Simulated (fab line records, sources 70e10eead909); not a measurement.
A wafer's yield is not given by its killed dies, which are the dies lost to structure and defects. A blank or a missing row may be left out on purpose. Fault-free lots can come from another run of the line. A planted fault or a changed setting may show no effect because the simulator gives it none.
One fault seen from 2 desks :: flow nand harc :: every desk sees just its own numbers, and what lay behind them comes last

DESK OF THE TOOL OWNER: rie diel-04
The tool's own readings at NHARC_P_GATE_ETCHBACK_37 (etches the open film in CHF3/O2, target depth 34.5 nm, time 17.2 s): means of the sampled wafers that have a number, for each lot that ran on this tool. If a lot's mean is further than 4 standard deviations from the usual mean, the lot is out of limits and carries the mark OUT (the distance appears in the brackets).
Columns: A = drypump motor current A at NHARC_P_GATE_ETCHBACK_37, usual 5.9 A; B = oes product au at NHARC_P_GATE_ETCHBACK_37, usual 0.94 a.u.; C = rf vpp V at NHARC_P_GATE_ETCHBACK_37, usual 370.5 V; D = showerhead plenum p Torr at NHARC_P_GATE_ETCHBACK_37, usual 2.39 Torr; E = throttle valve pct at NHARC_P_GATE_ETCHBACK_37, usual 20.573 %
lot: L748
first seen here: day 5 15:07
A: 5.7
B: 0.92
C: 372.7
D: 2.45
E: 20.568

lot: L752
first seen here: day 7 06:32
A: 5.8
B: 0.93
C: 372.6
D: 2.44
E: 20.572

lot: L763
first seen here: day 11 15:49
A: 5.8
B: 0.96
C: 371.1
D: 2.43
E: 20.567

lot: L764
first seen here: day 12 01:23
A: 5.5
B: 0.93
C: 368.6
D: 2.36
E: 20.574

lot: L771
first seen here: day 15 04:59
A: 5.5
B: 0.93
C: 369.9
D: 2.40
E: 20.572
This desk's verdict: no lot among the 5 shows anything out of limits.

THE DEFECT DESK
What the inspections along the route counted, lot by lot: means of the sampled wafers that have a number. If a lot's mean is further than 4 standard deviations from the usual mean, the lot is out of limits and carries the mark OUT (the distance appears in the brackets).
Columns: A = raw defect count at NHARC_P_GATE_INSPECT_68, usual 191
lot: L748
first seen here: day 5 22:31
A: 203

lot: L752
first seen here: day 7 13:52
A: 100

lot: L753
first seen here: day 8 04:11
A: 203

lot: L756
first seen here: day 9 13:10
A: 174

lot: L759
first seen here: day 10 20:12
A: 200

lot: L761
first seen here: day 11 20:19
A: 133

lot: L763
first seen here: day 11 23:19
A: 545 (+5.1) OUT

lot: L764
first seen here: day 12 08:38
A: 462

lot: L767
first seen here: day 13 19:49
A: 287

lot: L768
first seen here: day 14 06:56
A: 210

lot: L771
first seen here: day 15 12:32
A: 156
This desk's verdict: out of limits on L763, starting with L763 at day 11 23:19 (raw defect count at NHARC_P_GATE_INSPECT_68). In limits: L748, L752, L753, L756, L759, L761, L764, L767, L768, L771.

TAKEN TOGETHER
The defect desk could have raised an alarm at day 11 23:19, on L763.
The tool owner's desk saw nothing out of limits.
The tool owner's desk has L763 on record, within its limits.
Of the lots named, all ran NHARC_P_GATE_ETCHBACK_37 on rie diel-04.

WHAT THE SIMULATOR HAD INSERTED
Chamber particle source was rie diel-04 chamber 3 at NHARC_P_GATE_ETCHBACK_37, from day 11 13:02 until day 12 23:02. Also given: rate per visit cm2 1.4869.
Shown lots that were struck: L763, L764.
Hours from the fault's start to each desk's first reading out of limits: the defect desk, 10.
